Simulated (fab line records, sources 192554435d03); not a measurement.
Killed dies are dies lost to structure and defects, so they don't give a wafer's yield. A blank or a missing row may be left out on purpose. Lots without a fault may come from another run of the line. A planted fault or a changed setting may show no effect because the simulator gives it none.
Split-lot experiment | flow n5_finfet | 7 lots, 21 wafers read, on a route of 1938 steps

THE SPLIT
At N5_BEOL_M12_SPUTTER_43 (material TaN, target thk 15 nm, time 24.19 s), the setting time_s was moved away from the recipe's 24.19 s on 9 of the 21 wafers read, by -13.2% to +11.3%. The other wafers ran this setting at the recipe's value.

The reading is taken at the split's own step.

THE READING
TaN_of_BEOL_M12_SPUTTER_43.thk_nm (the simulator's own value, which no gauge read), in nm, at N5_BEOL_M12_SPUTTER_43 (material TaN, target thk 15 nm, time 24.19 s). The file gives no usual value for it. The 12 wafers here that ran the recipe average 14.9 nm, standard deviation 0.21 nm.

wafer  | tool, chamber at the split | time_s as run, s | against the recipe | TaN_of_BEOL_M12_SPUTTER_43.thk_nm, nm | against lot-mates on the recipe
L074.2 | pvd_sputter-03, -          | 26.93            | +11.3%             | 16.8                                  | no lot-mate on the recipe
L074.3 | pvd_sputter-03, -          | 26.93            | +11.3%             | 16.8                                  | no lot-mate on the recipe
L074.5 | pvd_sputter-03, -          | 26.93            | +11.3%             | 16.8                                  | no lot-mate on the recipe
L086.3 | pvd_sputter-01, -          | 20.99            | -13.2%             | 12.8                                  | -1.9
L086.5 | pvd_sputter-01, -          | 24.19            | recipe             | 14.6                                  | -
L086.6 | pvd_sputter-01, -          | 24.19            | recipe             | 14.8                                  | -
L081.1 | pvd_sputter-02, -          | 24.19            | recipe             | 14.6                                  | -
L081.2 | pvd_sputter-02, -          | 24.19            | recipe             | 14.8                                  | -
L081.4 | pvd_sputter-02, -          | 24.19            | recipe             | 14.8                                  | -
L090.2 | pvd_sputter-03, -          | 26.2             | +8.3%              | 16.4                                  | +1.2
L090.3 | pvd_sputter-03, -          | 24.19            | recipe             | 15.2                                  | -
L090.6 | pvd_sputter-03, -          | 24.19            | recipe             | 15.2                                  | -
L089.3 | pvd_sputter-01, -          | 24.19            | recipe             | 14.8                                  | -
L089.4 | pvd_sputter-01, -          | 25.13            | +3.9%              | 15.6                                  | +0.8
L089.6 | pvd_sputter-01, -          | 25.13            | +3.9%              | 15.6                                  | +0.8
L087.3 | pvd_sputter-02, -          | 26.85            | +11.0%             | 16.6                                  | +1.8
L087.5 | pvd_sputter-02, -          | 26.85            | +11.0%             | 16.6                                  | +1.8
L087.4 | pvd_sputter-02, -          | 24.19            | recipe             | 14.8                                  | -
L093.3 | pvd_sputter-01, -          | 24.19            | recipe             | 15                                    | -
L093.4 | pvd_sputter-01, -          | 24.19            | recipe             | 15.2                                  | -
L093.6 | pvd_sputter-01, -          | 24.19            | recipe             | 14.8                                  | -

THE FIT
A straight line over all 21 wafers: TaN_of_BEOL_M12_SPUTTER_43.thk_nm changes by +0.164 nm for each +1% of time_s; r = +0.99; the points scatter about the line by 0.17 nm.
The same after taking each lot's own level away (the mean of its wafers on the recipe; 18 wafers): +0.155 nm for each +1%; r = +0.99; scatter 0.12 nm.
On that fit, the largest move of time_s shifts the reading by 2.1 nm.
The lots' own levels span 14.70 to 15.20 nm, that is 2.4 times the standard deviation above.
So the lot-to-lot level changes the slope little: the two slopes agree.
Check: with one of the wafers moved furthest among these (-13.2%) left out of the fit, the line predicts -2.13 nm for it against its lot-mates. It came out at -1.9 nm against them.

OTHER SPLITS ON THESE WAFERS
These wafers also went through other splits before the reading. Each is held against what the fit with the lots' levels taken away leaves over:
other split on the same wafers   | wafers away from the commonest value | r with TaN_of_BEOL_M12_SPUTTER_43.thk_nm (lot level and that fit taken away)
N5_BEOL_M8_TRENCH_ETCH_37 time_s | 4                                    | -0.06
N5_BEOL_M10_COAT_59 spin_rpm     | 2                                    | +0.31
N5_BEOL_M10_EXPOSE_08 dose_mj    | 4                                    | +0.17
N5_BEOL_M11_PECVD_70 temp_c      | 6                                    | +0.29
N5_BEOL_M11_COAT_63 spin_rpm     | 6                                    | -0.19
N5_BEOL_M11_COAT_22 spin_rpm     | 6                                    | +0.35
N5_BEOL_M12_ETCH_67 source_w     | 6                                    | -0.08

THE FILE'S OWN FIT
TaN_of_BEOL_M12_SPUTTER_43.thk_nm changes by +0.153 nm for each +1% of time_s, r = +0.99.
